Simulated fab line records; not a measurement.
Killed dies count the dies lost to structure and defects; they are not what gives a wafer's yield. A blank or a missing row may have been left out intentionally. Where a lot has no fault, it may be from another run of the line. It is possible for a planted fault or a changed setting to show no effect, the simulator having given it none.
fab line records	flow n5-finfet
[record] lots = 8	wafers = 24	last-day = 20
route steps=1938 shown BEOL_M1@773 BEOL_M4@1111 PASSIVATION@1936
lots with no fault: from the same line, run without faults
start-h: the number of hours between the record's first day and the start of the first shown wafer of the lot	wait-h: time in hours since the lot's previous step	" identical to the entry in the row above	L1.1+2: a row that stands for several wafers	- no value present, or no start provided	* or withheld: withheld	< > ~ a bound
route shown NAME@n: names a module that has steps shown in the file, with the first one's number in the route	usual: average and standard deviation across the fault-free wafers	same: alike in all rows	chamber/n: place in a boat	sites: per-site readings	_std_site: the values' standard deviation	_edge_site: the outer-site mean with the inner-site mean subtracted	radius-mm: how far each site lies from the wafer's centre	mask NAME#n: copy n	behind: the tool/chamber that last shaped the wafer	hold: reason for holding the lot/hours on hold/outcome of the hold	device: the transistor (n, p or np) that didn't switch	end of line: the route-end tests of the same wafers	a step with no rows: only its recipe	killed: not the wafer's yield, but the dies lost to structure and defects at the first sort	map: a wafer's dies, marking killed ones x, the rest . and places with no die _
set.NAME: the setting the step ran with; set.NAME@STEP: the setting that earlier step ran with	model.NAME: the simulator's own value behind a step, which no gauge read
route steps across a sampled set of lots; one table per step, one row per wafer
services: when a tool's chamber went out of use (start-h, in hours from the record's first day, below 0 if earlier), for how many hours, and the reason
[[steps]]
[step N5_BEOL_M1_STRIP_66]
[recipe] chemistry = CF4	resist = SiARC	power-w = 300	bias-power-w = 75	pressure-mtorr = 50	cf4-flow-sccm = 150	rf-frequency-hz = 6e+07
[usual] cf4-flow-sccm = 150.0/0.46	drypump-motor-current-A = 5.7/0.45	oes-product-au = 0.81/0.088	rf-vpp-V = 271.4/1.6	showerhead-plenum-p-Torr = 1.80/0.068	throttle-valve-pct = 13.49/0.19
lot.wafer	tool	chamber	start-h	wait-h	cf4-flow-sccm	drypump-motor-current-A	oes-product-au	rf-hours-counter-h	rf-vpp-V	showerhead-plenum-p-Torr	throttle-valve-pct
L133.1	rie-diel-01	0	147.86	0.0	150.3	6.1	0.75	161	272.0	1.86	13.62
L133.5	"	1	"	"	149.3	5.8	0.96	-	272.8	1.90	13.49
L133.6	"	0	"	"	150.8	6.1	0.75	-	272.2	1.86	13.60
L137.2	rie-diel-02	3	174.55	0.0	149.8	6.2	0.84	75	271.3	1.81	13.19
L137.4	"	2	"	"	151.0	5.4	0.99	2	273.7	1.83	13.25
L137.5	"	3	"	"	149.3	6.2	0.83	-	270.4	1.81	13.18
L142.3	rie-diel-02	1	201.15	0.0	149.8	4.8	0.90	21	270.4	1.76	13.31
L142.4	"	2	"	"	150.4	5.4	0.94	10	271.1	1.83	13.27
L142.6	"	2	"	"	150.4	5.4	0.94	-	273.1	1.83	13.28
L143.4	rie-diel-02	2	217.24	0.0	150.0	5.4	0.93	15	271.2	1.83	13.29
L143.5	"	0	"	"	149.4	5.6	0.88	-	271.7	1.83	13.57
L143.6	"	3	"	"	150.6	6.1	0.82	-	272.0	1.80	13.21
L147.2	rie-diel-01	2	236.15	0.0	150.6	6.1	0.93	6	273.6	1.91	13.08
L147.4	"	1	"	"	149.7	5.8	0.88	-	273.0	1.89	13.56
L147.6	"	0	"	"	150.6	6.1	0.72	-	273.0	1.85	13.70
L148.1	rie-diel-01	2	243.21	0.0	149.8	6.0	0.92	10	273.0	1.91	13.11
L148.4	"	3	"	"	150.6	5.4	0.72	204	272.6	1.85	13.88
L148.5	"	1	"	"	150.3	5.8	0.87	-	274.4	1.89	13.55
L151.2	rie-diel-04	0	264.82	0.0	149.8	5.0	0.80	84	269.8	1.74	13.68
L151.4	"	1	"	"	150.0	5.5	0.73	163	269.6	1.79	13.55
L151.6	"	1	"	"	150.4	5.4	0.74	-	271.5	1.79	13.54
L152.1	rie-diel-02	2	271.14	0.0	149.9	5.4	0.89	32	271.3	1.82	13.33
L152.2	"	3	"	"	150.4	6.1	0.81	104	271.7	1.80	13.26
L152.6	"	3	"	"	149.6	6.2	0.80	-	270.3	1.80	13.24
[step N5_BEOL_M1_DESCUM_33]
[recipe] chemistry = O2	time-s = 7	source-power-w = 50	bias-power-w = 20	pressure-mtorr = 20	rf-frequency-hz = 2.712e+07	temp-c = 40	resist = CAR-EUV	o2-flow-sccm = 225
[usual] drypump-motor-current-A = 5.7/0.46	oes-product-au = 0.83/0.097	rf-vpp-V = 243.3/1.4	showerhead-plenum-p-Torr = 2.11/0.084	throttle-valve-pct = 20.34/0.19
[same] time-s = 7
lot.wafer	tool	chamber	start-h	wait-h	drypump-motor-current-A	oes-product-au	rf-hours-counter-h	rf-vpp-V	showerhead-plenum-p-Torr	throttle-valve-pct
L133.1	rie-diel-02	1	148.53	0.0	4.9	0.95	8	242.2	2.05	20.10
L133.5	"	1	"	"	4.9	0.95	-	242.6	2.05	20.10
L133.6	"	0	"	"	5.6	0.96	-	244.4	2.15	20.54
L137.2	rie-diel-04	1	175.22	0.0	5.5	0.77	137	242.2	2.09	20.32
L137.4	"	2	"	"	6.0	0.70	220	245.2	2.16	20.36
L137.5	"	2	"	"	6.0	0.70	-	245.0	2.16	20.37
L142.3	rie-diel-02	3	202.00	0.0	6.1	0.83	85	243.0	2.12	20.11
L142.4	"	0	"	"	5.6	0.91	19	243.0	2.14	20.55
L142.6	"	0	"	"	5.6	0.91	-	243.8	2.14	20.58
L143.4	rie-diel-02	2	217.90	0.0	5.4	0.96	15	243.0	2.14	20.23
L143.5	"	2	"	"	5.4	0.94	-	243.6	2.14	20.24
L143.6	"	1	"	"	4.9	0.91	-	242.9	2.04	20.13
L147.2	rie-diel-01	2	236.95	0.0	6.0	0.95	7	245.0	2.24	19.96
L147.4	"	2	"	"	6.1	0.95	-	244.8	2.23	19.96
L147.6	"	0	"	"	6.1	0.73	-	244.1	2.17	20.58
L148.1	rie-diel-04	2	244.00	0.0	6.0	0.68	241	245.0	2.15	20.38
L148.4	"	1	"	"	5.5	0.75	157	243.0	2.08	20.33
L148.5	"	2	"	"	6.0	0.67	-	242.8	2.15	20.39
L151.2	rie-diel-04	0	265.69	0.0	5.1	0.81	84	242.2	2.02	20.50
L151.4	"	2	"	"	5.9	0.68	247	244.6	2.15	20.41
L151.6	"	2	"	"	6.0	0.68	-	244.2	2.15	20.40
L152.1	rie-diel-02	3	271.93	0.0	6.1	0.81	105	243.7	2.12	20.14
L152.2	"	2	"	"	5.3	0.90	32	242.9	2.14	20.26
L152.6	"	1	"	"	4.9	0.87	-	240.8	2.03	20.16
[step N5_BEOL_M1_ETCH_70]
[recipe] chemistry = N2/H2	target = SOC	target-depth-a = 800	overetch-a = 160	mask-material = SiARC	temp-c = 40	time-s = 120	ion-energy-ev = 200	pressure-mtorr = 30	source-w = 840	bias-w = 150	n2-flow-sccm = 200	h2-flow-sccm = 200
[usual] bias-w = 150.0/0.44	chamber-pressure-mTorr = 30.000/0.028	drypump-motor-current-A = 5.8/0.38	oes-product-au = 0.62/0.072	rf-vpp-V = 525.7/2.8	showerhead-plenum-p-Torr = 2.61/0.096	throttle-valve-pct = 17.82/0.25	time-s = 120/0
lot.wafer	tool	chamber	start-h	wait-h	bias-w	chamber-pressure-mTorr	drypump-motor-current-A	oes-product-au	rf-hours-counter-h	rf-vpp-V	showerhead-plenum-p-Torr	throttle-valve-pct	time-s
L133.1	rie-diel-01	3	157.74	0.0	150.4	29.982	5.4	0.56	179	526.3	2.65	18.14	120
L133.5	"	3	"	"	150.0	29.987	5.5	0.57	-	525.9	2.65	18.14	120
L133.6	"	2	"	"	150.4	29.999	6.0	0.53	-	519.5	2.40	17.78	120
L137.2	rie-diel-01	2	187.03	0.0	150.2	29.922	6.1	0.52	256	520.0	2.40	17.81	120
L137.4	"	3	"	"	149.9	30.006	5.4	0.56	189	526.8	2.64	18.16	120
L137.5	"	0	"	"	149.7	30.007	6.1	0.57	-	526.6	2.64	17.91	120
L142.3	rie-diel-01	0	219.07	0.0	-	-	-	-	-	-	-	-	-
L142.4	"	0	"	"	-	-	-	-	-	-	-	-	-
L142.6	"	3	"	"	-	-	-	-	-	-	-	-	-
L143.4	rie-diel-01	0	227.01	0.0	-	-	-	-	-	-	-	-	-
L143.5	"	2	"	"	-	-	-	-	-	-	-	-	-
L143.6	"	1	"	"	-	-	-	-	-	-	-	-	-
L147.2	rie-diel-01	0	237.53	0.0	149.9	30.026	6.1	0.56	195	526.0	2.63	17.94	120
L147.4	"	2	"	"	150.2	30.022	6.0	0.72	-	527.8	2.72	17.35	120
L147.6	"	0	"	"	150.3	30.017	6.1	0.55	-	526.4	2.63	17.95	120
L148.1	rie-diel-01	1	245.23	0.0	151.1	29.950	5.8	0.68	40	526.4	2.69	17.91	120
L148.4	"	2	"	"	150.6	29.998	6.0	0.71	10	527.8	2.72	17.35	120
L148.5	"	3	"	"	150.7	29.999	5.4	0.54	-	525.9	2.63	18.18	120
L151.2	rie-diel-01	2	266.09	0.0	150.1	29.995	6.0	0.69	18	529.4	2.71	17.37	120
L151.4	"	1	"	"	149.8	29.996	5.8	0.67	47	526.3	2.69	17.92	120
L151.6	"	0	"	"	150.2	29.978	6.1	0.56	-	526.4	2.62	17.97	120
L152.1	rie-diel-01	2	274.63	0.0	150.0	30.039	6.1	0.68	20	527.8	2.71	17.36	120
L152.2	"	3	"	"	149.5	29.950	5.4	0.54	214	527.5	2.63	18.21	120
L152.6	"	0	"	"	150.4	30.011	6.1	0.55	-	526.6	2.62	17.97	120
[step N5_BEOL_M1_VIA_ETCH_34]
[recipe] chemistry = C4F6/O2	target-depth-a = 678	mask-material = SOC	pressure-mtorr = 15	ion-energy-ev = 250	taper-deg = 4	time-s = 64.4	source-w = 350	bias-w = 170	Ar_flow_sccm = 300	C4F6_flow_sccm = 10	O2_flow_sccm = 10
[usual] C4F6_flow_sccm = 10.004/0.029	O2_flow_sccm = 9.998/0.029	drypump-motor-current-A = 5.8/0.38	oes-product-au = 0.81/0.1	rf-vpp-V = 666/5.1	showerhead-plenum-p-Torr = 2.91/0.1	throttle-valve-pct = 30.74/0.28
[same] time-s = 64.4
lot.wafer	tool	chamber	start-h	wait-h	C4F6_flow_sccm	O2_flow_sccm	drypump-motor-current-A	oes-product-au	rf-hours-counter-h	rf-vpp-V	showerhead-plenum-p-Torr	throttle-valve-pct
L133.1	rie-diel-01	3	157.84	0.0	10.004	10.020	5.4	0.74	179	673	2.93	30.87
L133.5	"	3	"	"	10.022	10.008	5.4	0.74	-	673	2.93	30.89
L133.6	"	2	"	"	9.968	9.968	6.0	0.68	-	657	2.68	30.47
L137.2	rie-diel-01	2	187.13	0.0	10.053	10.063	6.0	0.68	256	656	2.67	30.46
L137.4	"	3	"	"	10.070	10.034	5.4	0.72	189	675	2.93	30.88
L137.5	"	0	"	"	10.006	10.012	6.1	0.74	-	665	2.95	30.95
L142.3	rie-diel-01	0	219.17	0.0	10.001	10.014	6.1	0.27	187	665	2.95	30.85
L142.4	"	0	"	"	10.003	9.995	6.1	0.28	-	664	2.95	30.85
L142.6	"	3	"	"	9.973	10.024	5.4	0.27	-	673	2.92	30.78
L143.4	rie-diel-01	0	227.09	0.0	9.993	10.012	6.1	0.27	-	665	2.94	30.84
L143.5	"	2	"	"	9.992	10.009	6.0	0.36	-	668	3.01	30.05
L143.6	"	1	"	"	10.008	10.016	5.8	0.33	-	664	3.01	30.82
L147.2	rie-diel-01	0	237.63	0.0	10.009	10.016	6.1	0.72	195	665	2.94	30.96
L147.4	"	2	"	"	10.019	9.980	6.0	0.93	-	668	3.01	30.14
L147.6	"	0	"	"	10.027	10.019	6.1	0.72	-	665	2.94	30.97
L148.1	rie-diel-01	1	245.33	0.0	10.028	10.023	5.8	0.89	40	664	3.01	30.95
L148.4	"	2	"	"	9.955	10.031	6.0	0.93	10	668	3.01	30.16
L148.5	"	3	"	"	9.976	9.959	5.4	0.72	-	674	2.92	30.91
L151.2	rie-diel-01	2	266.20	0.0	9.987	9.975	6.1	0.91	18	670	3.00	30.16
L151.4	"	1	"	"	9.984	10.002	5.8	0.88	47	664	3.00	30.95
L151.6	"	0	"	"	10.083	9.978	6.1	0.71	-	664	2.94	30.99
L152.1	rie-diel-01	2	274.73	0.0	10.033	10.001	6.0	0.90	20	669	3.00	30.15
L152.2	"	3	"	"	10.031	10.020	5.4	0.71	214	672	2.92	30.90
L152.6	"	0	"	"	10.034	10.007	6.2	0.71	-	664	2.94	30.98
[step N5_BEOL_M1_ETCH_41]
[recipe] chemistry = CH3F/O2	target = SiCN	target-depth-a = 319	taper-deg = 2	time-s = 57.8	ion-energy-ev = 120	mask-material = TiN	pressure-mtorr = 30	source-w = 395	bias-w = 75	Ar_flow_sccm = 150	CH3F_flow_sccm = 30	O2_flow_sccm = 20
[usual] CH3F_flow_sccm = 30.01/0.088	O2_flow_sccm = 20.00/0.061	drypump-motor-current-A = 5.8/0.38	oes-product-au = 0.81/0.1	rf-vpp-V = 298.5/1.7	showerhead-plenum-p-Torr = 2.05/0.076	throttle-valve-pct = 16.29/0.22
[same] time-s = 57.8
lot.wafer	tool	chamber	start-h	wait-h	CH3F_flow_sccm	O2_flow_sccm	drypump-motor-current-A	oes-product-au	rf-hours-counter-h	rf-vpp-V	showerhead-plenum-p-Torr	throttle-valve-pct
L133.1	rie-diel-01	3	-	-	29.90	19.96	5.4	0.73	179	298.5	2.07	16.52
L133.5	"	3	"	"	30.03	19.91	5.4	0.73	-	299.6	2.07	16.52
L133.6	"	2	"	"	30.08	20.02	6.0	0.67	-	296.4	1.88	16.25
L137.2	rie-diel-01	2	-	-	29.95	20.00	6.0	0.67	256	295.7	1.88	16.28
L137.4	"	3	"	"	29.97	19.98	5.4	0.73	189	299.9	2.06	16.53
L137.5	"	0	"	"	30.01	20.08	6.1	0.74	-	300.0	2.08	16.43
L142.3	rie-diel-01	0	-	-	30.03	19.98	6.1	0.73	187	299.6	2.08	16.43
L142.4	"	0	"	"	30.10	19.99	6.1	0.72	-	299.1	2.08	16.44
L142.6	"	3	"	"	30.09	19.92	5.4	0.72	-	298.3	2.06	16.53
L143.4	rie-diel-01	0	-	-	30.23	20.00	6.1	0.72	-	298.7	2.08	16.45
L143.5	"	2	"	"	29.98	19.94	6.0	0.97	-	299.8	2.13	15.77
L143.6	"	1	"	"	29.97	20.10	5.8	0.90	-	299.0	2.12	16.36
L147.2	rie-diel-01	0	-	-	30.16	19.98	6.1	0.73	195	298.9	2.07	16.46
L147.4	"	2	"	"	30.03	19.99	6.0	0.95	-	301.3	2.12	15.79
L147.6	"	0	"	"	30.05	19.97	6.1	0.72	-	299.2	2.07	16.46
L148.1	rie-diel-01	1	-	-	30.10	20.00	5.8	0.89	40	300.0	2.12	16.35
L148.4	"	2	"	"	29.94	20.07	6.0	0.92	10	302.2	2.12	15.78
L148.5	"	3	"	"	29.71	19.84	5.4	0.72	-	297.3	2.06	16.56
L151.2	rie-diel-01	2	-	-	30.02	19.97	6.0	0.92	18	299.4	2.12	15.82
L151.4	"	1	"	"	30.10	19.92	5.8	0.88	47	300.7	2.12	16.38
L151.6	"	0	"	"	29.97	20.00	6.1	0.72	-	299.3	2.07	16.47
L152.1	rie-diel-01	2	-	-	30.04	19.96	6.0	0.91	20	300.5	2.12	15.81
L152.2	"	3	"	"	30.00	20.02	5.4	0.70	214	299.5	2.06	16.58
L152.6	"	0	"	"	30.01	19.99	6.1	0.71	-	298.2	2.07	16.48
[step N5_BEOL_M4_RC_MEAS_101]
[usual] DIBL_N = 35.9/1.2	DIBL_P = 35.9/1.4	IOFF_N = 0.149/0.02	IOFF_P = 0.205/0.022	ION_N = 671/8.8	ION_P = 461/5.9	SS_N = 71.4/0.51	SS_P = 73.2/0.56	VT_N = 250.6/2.5	VT_P = -250.1/2.3
lot.wafer	tool	chamber	start-h	wait-h	DIBL_N[mV/V]	DIBL_P[mV/V]	IOFF_N[nA/um]	IOFF_P[nA/um]	ION_N[uA/um]	ION_P[uA/um]	SS_N[mV/dec]	SS_P[mV/dec]	VT_N[mV]	VT_P[mV]
L133.1	prober-02	0	243.12	0.0	33.7	35.3	0.114	0.181	653	453	70.9	73.1	253.2	-251.4
L133.5	"	0	"	"	35.6	38.1	0.147	0.214	666	458	72.0	73.2	251.1	-251.1
L133.6	"	0	"	"	34.3	35.7	0.121	0.177	650	452	71.3	72.8	255.3	-254.3
L137.2	prober-02	0	267.71	0.2	34.4	35.5	0.147	0.193	679	461	71.5	72.5	254.3	-250.5
L137.4	"	0	"	"	34.5	35.3	0.139	0.184	665	457	71.4	72.9	253.7	-250.7
L137.5	"	0	"	"	35.1	35.6	0.145	0.199	662	458	71.7	72.9	252.4	-251.1
L148.1	prober-01	0	302.96	0.0	36.7	37.7	0.181	0.239	684	470	72.0	73.6	248.6	-250.1
L148.4	"	0	"	"	34.8	36.1	0.152	0.213	665	465	71.1	72.9	250.1	-251.6
L148.5	"	0	"	"	33.6	34.2	0.127	0.178	669	454	71.3	72.1	250.2	-253.0
L147.2	prober-02	0	322.50	0.2	38.7	39.3	0.188	0.248	685	468	72.0	74.0	250.4	-252.2
L147.4	"	0	"	"	36.7	36.6	0.143	0.192	681	466	72.3	73.5	253.3	-250.0
L147.6	"	0	"	"	37.3	36.2	0.145	0.193	673	451	72.0	73.4	252.4	-251.0
L151.2	prober-01	0	323.70	0.2	34.6	33.9	0.118	0.166	658	451	71.4	72.5	255.1	-253.8
L151.4	"	0	"	"	37.2	36.8	0.165	0.211	676	461	71.7	73.7	248.7	-246.3
L151.6	"	0	"	"	34.8	34.6	0.129	0.175	665	456	71.1	72.6	254.3	-252.8
L152.1	prober-02	0	360.66	0.0	37.5	35.7	0.171	0.244	680	473	71.2	74.4	247.1	-247.2
L152.2	"	0	"	"	36.5	34.1	0.145	0.216	664	461	71.5	74.0	249.7	-248.4
L152.6	"	0	"	"	36.1	34.7	0.144	0.222	673	470	71.0	73.2	249.8	-246.4
[step N5_PASSIVATION_PROBE_49]
[usual] defect-limited-yield = 91.1/1.4	killed_at_M0_to_M3 = 34/10	killed_at_M4_up = 14/5.5	killed-at-contacts = 12/5.1	killed-at-front-end = 41/12	killed-at-other = 4/3.1	killed-dies = 105/17	killed-on-rim = 13/3.7	killed-open = 70/13	killed-short = 33/7.6	sort_bin_5_function = 5.3/0.98	sort_bin_6_memory = 3.3/0.67	sort-n-pass = 1075/17	sort-yield-pct = 91.1/1.4
[same] gross-dies = 1180	killed-at-back-side = 0	sort_bin_4_leakage[%] = 0	sort_bin_8_speed[%] = 0
lot.wafer	tool	chamber	start-h	wait-h	defect-limited-yield[%]	killed_at_M0_to_M3	killed_at_M4_up	killed-at-contacts	killed-at-front-end	killed-at-other	killed-dies	killed-on-rim	killed-open	killed-short	sort_bin_5_function[%]	sort_bin_6_memory[%]	sort-n-pass	sort-yield-pct[%]
L133.1	prober-01	-	345.22	0.0	90.9	21	8	15	57	6	107	7	71	34	5.0	3.6	1073	90.9
L133.5	prober-01	-	345.42	0.2	89.5	38	12	5	60	9	124	14	81	38	6.4	3.9	1056	89.5
L133.6	prober-01	-	345.47	0.3	90.5	45	14	4	44	5	112	14	75	33	5.4	3.8	1068	90.5
L137.2	prober-02	-	373.10	0.1	93.6	21	25	4	26	0	76	11	45	30	3.6	2.8	1104	93.6
L137.4	prober-02	-	373.20	0.2	92.3	17	15	17	39	3	91	10	61	27	3.9	3.5	1089	92.3
L137.5	prober-02	-	373.25	0.2	93.7	18	10	15	31	0	74	8	54	18	4.1	1.9	1106	93.7
L142.3	prober-01	-	394.23	0.1	0	1106	10	24	39	1	1180	152	48	40	96.6	3.1	0	0
L142.6	prober-01	-	394.38	0.3	0	1117	9	12	35	7	1180	152	63	35	97.1	2.7	0	0
L143.4	prober-01	-	400.83	0.2	0	1103	13	12	46	6	1180	152	69	37	96.0	3.7	0	0
L143.5	prober-01	-	400.88	0.2	0	1111	21	11	31	6	1180	152	64	29	96.8	3.1	0	0
L148.1	prober-01	-	411.87	0.0	89.8	25	15	26	46	8	120	12	90	30	6.4	3.5	1060	89.8
L148.4	prober-01	-	412.02	0.2	91.1	30	13	9	48	5	105	19	70	35	4.8	3.9	1075	91.1
L148.5	prober-01	-	412.07	0.2	90.8	37	10	12	48	2	109	18	71	37	5.3	3.5	1071	90.8
L151.2	prober-01	-	420.31	0.1	90.5	43	11	7	46	5	112	10	71	39	6.1	3.3	1068	90.5
L151.4	prober-01	-	420.41	0.2	90.0	40	22	9	44	3	118	10	79	38	6.1	3.5	1062	90.0
L151.6	prober-01	-	420.51	0.3	88.8	69	13	4	42	4	132	11	74	56	7.4	3.2	1048	88.8
L147.2	prober-02	-	436.89	0.1	91.5	31	14	8	40	7	100	13	63	33	6.0	2.3	1080	91.5
L147.4	prober-02	-	436.99	0.2	92.0	38	10	10	27	9	94	11	56	35	4.6	2.9	1086	92.0
L147.6	prober-02	-	437.09	0.3	92.0	32	17	10	32	3	94	12	68	25	4.6	3.0	1086	92.0
L152.1	prober-01	-	476.58	0.0	90.7	47	17	11	35	0	110	12	70	39	5.3	3.6	1070	90.7
L152.2	prober-01	-	476.63	0.1	89.7	45	18	12	45	1	121	13	81	40	5.5	4.6	1059	89.7
L152.6	prober-01	-	476.83	0.3	91.5	34	17	11	38	0	100	10	64	36	4.9	3.4	1080	91.5
// killed by level:class
L133.1 STI_FIN_REVEAL:geometric-particle:open=13 MOL_CONTACT_COAG:geometric-particle:open=13 FIN_SAQP:geometric-particle:short=12 DUMMY_GATE:geometric-particle:open=10 FIN_SAQP:geometric-particle:open=7 BEOL_M1:geometric-particle:open=6 BEOL_M0_SAQP:geometric-particle:open=4 ILD0:geometric-particle:short=3
L133.5 BEOL_M0_SAQP:geometric-particle:open=15 FIN_SAQP:geometric-particle:open=12 STI_FIN_REVEAL:geometric-particle:open=10 FIN_SAQP:geometric-particle:short=8 BEOL_M0_SAQP:geometric-particle:short=8 BEOL_M2:geometric-particle:open=6 GATE_CUT:geometric-particle:open=4 BEOL_M3:geometric-particle:open=4
L133.6 FIN_SAQP:geometric-particle:open=17 FIN_SAQP:geometric-particle:short=8 BEOL_M1:geometric-particle:open=8 BEOL_M2:geometric-particle:open=8 BEOL_M0_SAQP:geometric-particle:short=7 BEOL_M0_SAQP:geometric-particle:open=6 STI_FIN_REVEAL:geometric-particle:open=5 BEOL_M1:geometric-particle:short=5
L137.2 BEOL_M4:geometric-particle:open=8 STI_FIN_REVEAL:geometric-particle:open=6 BEOL_M0_SAQP:geometric-particle:short=6 BEOL_M0_SAQP:geometric-particle:open=4 BEOL_M4:geometric-particle:short=4 BEOL_M8:geometric-particle:open=4 MOL_CONTACT_COAG:geometric-particle:open=3 BEOL_M1:geometric-particle:open=3
L137.4 MOL_CONTACT_COAG:geometric-particle:open=14 BEOL_M4:geometric-particle:open=10 GATE_CUT:geometric-particle:short=9 BEOL_M3:geometric-particle:open=6 GATE_CUT:geometric-particle:open=5 BEOL_M0_SAQP:geometric-particle:open=5 STI_FIN_REVEAL:geometric-particle:open=4 ILD0:geometric-particle:short=4
L137.5 MOL_CONTACT_COAG:geometric-particle:open=14 STI_FIN_REVEAL:geometric-particle:open=13 BEOL_M1:geometric-particle:open=8 GATE_CUT:geometric-particle:short=5 BEOL_M0_SAQP:geometric-particle:open=4 BEOL_M3:geometric-particle:short=3 BEOL_M5:geometric-particle:short=3 BEOL_M5:geometric-particle:open=3
L142.3 BEOL_M1:area-etch=1092 MOL_CONTACT_COAG:geometric-particle:open=18 FIN_SAQP:geometric-particle:short=8 GATE_CUT:geometric-particle:short=7 FIN_SAQP:geometric-particle:open=6 MOL_CONTACT_COAG:geometric-particle:short=6 STI_FIN_REVEAL:geometric-particle:short=4 STI_FIN_REVEAL:geometric-particle:open=4
L142.6 BEOL_M1:area-etch=1082 BEOL_M2:geometric-particle:open=12 FIN_SAQP:geometric-particle:open=11 MOL_CONTACT_COAG:geometric-particle:open=9 STI_FIN_REVEAL:geometric-particle:open=6 BEOL_M0_SAQP:geometric-particle:short=6 FIN_SAQP:geometric-particle:short=5 STI_FIN_REVEAL:geometric-particle:short=5
L143.4 BEOL_M1:area-etch=1073 FIN_SAQP:geometric-particle:short=10 STI_FIN_REVEAL:geometric-particle:open=10 MOL_CONTACT_COAG:geometric-particle:open=9 BEOL_M3:geometric-particle:open=6 BEOL_M4:geometric-particle:open=6 FIN_SAQP:geometric-particle:open=5 GATE_CUT:geometric-particle:open=5
L143.5 BEOL_M1:area-etch=1083 MOL_CONTACT_COAG:geometric-particle:open=9 BEOL_M0_SAQP:geometric-particle:open=7 BEOL_M3:geometric-particle:open=6 BEOL_M4:geometric-particle:open=5 FIN_SAQP:geometric-particle:open=4 STI_FIN_REVEAL:geometric-particle:open=4 BEOL_M0_SAQP:geometric-particle:short=4
L148.1 MOL_CONTACT_COAG:geometric-particle:open=20 FIN_SAQP:geometric-particle:open=14 BEOL_M4:geometric-particle:open=11 BEOL_M3:geometric-particle:open=8 FIN_SAQP:geometric-particle:short=6 MOL_CONTACT_COAG:geometric-particle:short=6 BEOL_M1:geometric-particle:open=6 BEOL_M0_SAQP:geometric-particle:open=5
L148.4 FIN_SAQP:geometric-particle:open=9 MOL_CONTACT_COAG:geometric-particle:open=8 BEOL_M0_SAQP:geometric-particle:short=8 FIN_SAQP:geometric-particle:short=7 STI_FIN_REVEAL:geometric-particle:open=7 GATE_CUT:geometric-particle:open=7 BEOL_M0_SAQP:geometric-particle:open=6 BEOL_M2:geometric-particle:open=6
L148.5 STI_FIN_REVEAL:geometric-particle:open=10 BEOL_M1:geometric-particle:open=9 BEOL_M3:geometric-particle:open=9 MOL_CONTACT_COAG:geometric-particle:open=8 FIN_SAQP:geometric-particle:short=7 FIN_SAQP:geometric-particle:open=6 SPACER0:geometric-particle:open=6 BEOL_M0_SAQP:geometric-particle:short=5
L151.2 BEOL_M3:geometric-particle:open=12 BEOL_M0_SAQP:geometric-particle:open=11 BEOL_M1:geometric-particle:open=10 FIN_SAQP:geometric-particle:open=9 FIN_SAQP:geometric-particle:short=8 BEOL_M0_SAQP:geometric-particle:short=7 DUMMY_GATE:geometric-particle:open=6 GATE_CUT:geometric-particle:short=5
L151.4 BEOL_M4:geometric-particle:open=11 DUMMY_GATE:geometric-particle:open=10 BEOL_M3:geometric-particle:open=10 MOL_CONTACT_COAG:geometric-particle:open=7 BEOL_M0_SAQP:geometric-particle:open=7 BEOL_M0_SAQP:geometric-particle:short=7 BEOL_M1:geometric-particle:open=7 FIN_SAQP:geometric-particle:open=6
L151.6 BEOL_M0_SAQP:geometric-particle:short=22 FIN_SAQP:geometric-particle:short=14 BEOL_M0_SAQP:geometric-particle:open=14 BEOL_M3:geometric-particle:open=8 BEOL_M2:geometric-particle:open=7 FIN_SAQP:geometric-particle:open=6 BEOL_M1:geometric-particle:open=6 STI_FIN_REVEAL:geometric-particle:open=5
L147.2 BEOL_M4:geometric-particle:open=9 BEOL_M1:geometric-particle:open=9 MOL_CONTACT_COAG:geometric-particle:open=8 FIN_SAQP:geometric-particle:open=7 BEOL_M0_SAQP:geometric-particle:short=7 BEOL_M0_SAQP:geometric-particle:open=6 FIN_SAQP:geometric-particle:short=5 STI_FIN_REVEAL:geometric-particle:open=5
L147.4 BEOL_M0_SAQP:geometric-particle:short=8 BEOL_M1:geometric-particle:open=8 DUMMY_GATE:geometric-particle:open=6 MOL_CONTACT_COAG:geometric-particle:open=6 BEOL_M0_SAQP:geometric-particle:open=6 BEOL_M3:geometric-particle:open=5 BEOL_M4:geometric-particle:open=5 PASS1_CAP:geometric-particle:open=5
L147.6 BEOL_M1:geometric-particle:open=9 BEOL_M3:geometric-particle:open=9 STI_FIN_REVEAL:geometric-particle:open=7 MOL_CONTACT_COAG:geometric-particle:open=7 BEOL_M4:geometric-particle:open=6 ILD0:geometric-particle:short=4 BEOL_M2:geometric-particle:open=4 FIN_SAQP:geometric-particle:open=3
L152.1 BEOL_M0_SAQP:geometric-particle:open=16 MOL_CONTACT_COAG:geometric-particle:open=10 STI_FIN_REVEAL:geometric-particle:open=9 BEOL_M0_SAQP:geometric-particle:short=8 BEOL_M3:geometric-particle:open=8 BEOL_M4:geometric-particle:open=8 FIN_SAQP:geometric-particle:short=5 BEOL_M2:geometric-particle:short=5
L152.2 FIN_SAQP:geometric-particle:open=14 FIN_SAQP:geometric-particle:short=10 BEOL_M1:geometric-particle:open=10 MOL_CONTACT_COAG:geometric-particle:open=9 BEOL_M2:geometric-particle:open=8 BEOL_M4:geometric-particle:open=7 BEOL_M0_SAQP:geometric-particle:open=7 ILD0:geometric-particle:short=5
L152.6 BEOL_M2:geometric-particle:open=13 MOL_CONTACT_COAG:geometric-particle:open=8 FIN_SAQP:geometric-particle:short=7 DUMMY_GATE:geometric-particle:open=7 FIN_SAQP:geometric-particle:open=5 BEOL_M0_SAQP:geometric-particle:short=5 BEOL_M3:geometric-particle:open=5 BEOL_M4:geometric-particle:open=5
[[services]]
tool	chamber	start-h	hours	kind
rie-diel-02	2	145.12	-	clean
rie-diel-02	2	145.12	-	consumable-replace:focus-ring
rie-diel-02	-	153.92	15.6	pm
rie-diel-01	2	178.02	2.6	repair
rie-diel-04	1	187.68	4.9	repair
rie-diel-01	2	195.10	8.9	repair
rie-diel-02	3	218.90	6.0	repair
rie-diel-02	3	241.30	2.1	repair
[[key]]
[first-sign] step = N5_BEOL_M1_ETCH_70	reading = tool-record	direction = missing
[effect] step = N5_BEOL_M1_VIA_ETCH_34	reading = oes-product-au	direction = down	sigmas = 5.1	usual = 0.81	struck = 0.30
[effect] step = N5_PASSIVATION_PROBE_49	reading = killed_at_M0_to_M3	direction = up	sigmas = 99+	usual = 34	struck = 1109
[more-kills-born-at] N5_BEOL_M1_ETCH_70@rie-diel-01 = 4330
met-at N5_BEOL_M1_ETCH_70
struck-lots L142,L143
rows-end L142.4,L143.6
later-rows-left-out L142.3,L142.6,L143.4,L143.5
not-acting-at N5_BEOL_M1_STRIP_66,N5_BEOL_M1_DESCUM_33,N5_BEOL_M1_ETCH_41
onset-between 187.03 219.07
[fault] kind = skipped-step-whole	tool = rie-diel-01,rie-diel-02	chamber = -	onset-h = 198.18	steps = N5_BEOL_M1_ETCH_70	scope = struck-lots-only
// later-rows-left-out: the simulator's readings of these wafers behind a module that went badly wrong aren't trusted and aren't shown, but for the sort
// rows-end: these wafers met a further fault down the route, and their rows from its step on are left out
